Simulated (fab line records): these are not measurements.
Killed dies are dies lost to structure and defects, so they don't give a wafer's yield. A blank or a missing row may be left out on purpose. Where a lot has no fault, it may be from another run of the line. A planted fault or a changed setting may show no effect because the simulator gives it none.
Chamber matching / flow nandHarc / pecvd-04 running NHARC_A_SGD_CUT_DEP_00: 3 sister chambers
The step deposits SiNx, target thk 50 nm. 16 wafers are shown with their chamber, then 8 later ones without.

## WAFERS PAIRED WITH THEIR CHAMBERS
wafer=L589.3; chamber=0; heaterPowerW (W)=719; rfFwdPowerW (W)=450.1; susceptorTempC (C)=400.29
wafer=L589.4; chamber=2; heaterPowerW (W)=657; rfFwdPowerW (W)=447.1; susceptorTempC (C)=399.68
wafer=L589.6; chamber=1; heaterPowerW (W)=712; rfFwdPowerW (W)=446.7; susceptorTempC (C)=400.19
wafer=L595.1; chamber=0; heaterPowerW (W)=698; rfFwdPowerW (W)=449.4; susceptorTempC (C)=400.06
wafer=L595.3; chamber=1; heaterPowerW (W)=659; rfFwdPowerW (W)=447.2; susceptorTempC (C)=399.74
wafer=L595.6; chamber=1; heaterPowerW (W)=664; rfFwdPowerW (W)=448.8; susceptorTempC (C)=399.75
wafer=L596.1; chamber=1; heaterPowerW (W)=751; rfFwdPowerW (W)=447.2; susceptorTempC (C)=399.96
wafer=L596.2; chamber=0; heaterPowerW (W)=721; rfFwdPowerW (W)=446.8; susceptorTempC (C)=400.14
wafer=L596.4; chamber=1; heaterPowerW (W)=732; rfFwdPowerW (W)=447.6; susceptorTempC (C)=400.12
wafer=L601.2; chamber=1; heaterPowerW (W)=670; rfFwdPowerW (W)=446.8; susceptorTempC (C)=399.83
wafer=L601.3; chamber=2; heaterPowerW (W)=660; rfFwdPowerW (W)=447.7; susceptorTempC (C)=400.36
wafer=L601.6; chamber=2; heaterPowerW (W)=649; rfFwdPowerW (W)=445.5; susceptorTempC (C)=399.91
wafer=L603.4; chamber=1; heaterPowerW (W)=657; rfFwdPowerW (W)=445.3; susceptorTempC (C)=399.69
wafer=L603.5; chamber=0; heaterPowerW (W)=695; rfFwdPowerW (W)=450.8; susceptorTempC (C)=400.34
wafer=L603.6; chamber=2; heaterPowerW (W)=610; rfFwdPowerW (W)=446.9; susceptorTempC (C)=400.29
wafer=L607.2; chamber=0; heaterPowerW (W)=749; rfFwdPowerW (W)=451.5; susceptorTempC (C)=399.55

SIGNATURES (averages over the wafers above)
reading=heaterPowerW; chamber 0=716.40; chamber 1=692.14; chamber 2=644.00; scatter within a chamber=31.1
reading=rfFwdPowerW; chamber 0=449.720; chamber 1=447.086; chamber 2=446.800; scatter within a chamber=1.31
reading=susceptorTempC; chamber 0=400.0760; chamber 1=399.8971; chamber 2=400.0600; scatter within a chamber=0.269
Rule: a wafer's distance from a chamber is the root of the sum, over the readings, of the square of ((its reading less the chamber's mean) divided by the reading's scatter). The wafer belongs to the nearest chamber; if the next one is less than 2 further off, it can't be placed. How the scatter is found: for the shown wafers, subtract from each reading the mean of its chamber, square and add these, divide the total by (wafers less chambers), then take the root.

## WAFERS WHOSE CHAMBER IS MISSING
wafer=L607.3; heaterPowerW (W)=743; rfFwdPowerW (W)=446.6; susceptorTempC (C)=400.18
wafer=L607.4; heaterPowerW (W)=738; rfFwdPowerW (W)=451.9; susceptorTempC (C)=399.90
wafer=L606.3; heaterPowerW (W)=703; rfFwdPowerW (W)=446.6; susceptorTempC (C)=400.19
wafer=L606.5; heaterPowerW (W)=651; rfFwdPowerW (W)=447.4; susceptorTempC (C)=399.66
wafer=L606.6; heaterPowerW (W)=657; rfFwdPowerW (W)=447.1; susceptorTempC (C)=399.98
wafer=L608.1; heaterPowerW (W)=579; rfFwdPowerW (W)=447.9; susceptorTempC (C)=400.23
wafer=L608.2; heaterPowerW (W)=752; rfFwdPowerW (W)=451.3; susceptorTempC (C)=399.81
wafer=L608.5; heaterPowerW (W)=750; rfFwdPowerW (W)=450.5; susceptorTempC (C)=399.62

## THE CHAMBER EACH PASSED THROUGH
wafer=L607.3; from the rows above=can't be placed: 1 or 0 or 2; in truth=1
wafer=L607.4; from the rows above=0; in truth=0
wafer=L606.3; from the rows above=can't be placed: 1 or 2 or 0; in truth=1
wafer=L606.5; from the rows above=can't be placed: 2 or 1 or 0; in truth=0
wafer=L606.6; from the rows above=can't be placed: 2 or 1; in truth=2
wafer=L608.1; from the rows above=can't be placed: 2 or 1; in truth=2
wafer=L608.2; from the rows above=can't be placed: 0 or 1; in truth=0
wafer=L608.5; from the rows above=can't be placed: 0 or 1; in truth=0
Correct placement for 1 of the 8. From these rows, 7 cannot be placed; in 7 the true chamber is one of the candidates. 0 placed wrongly.
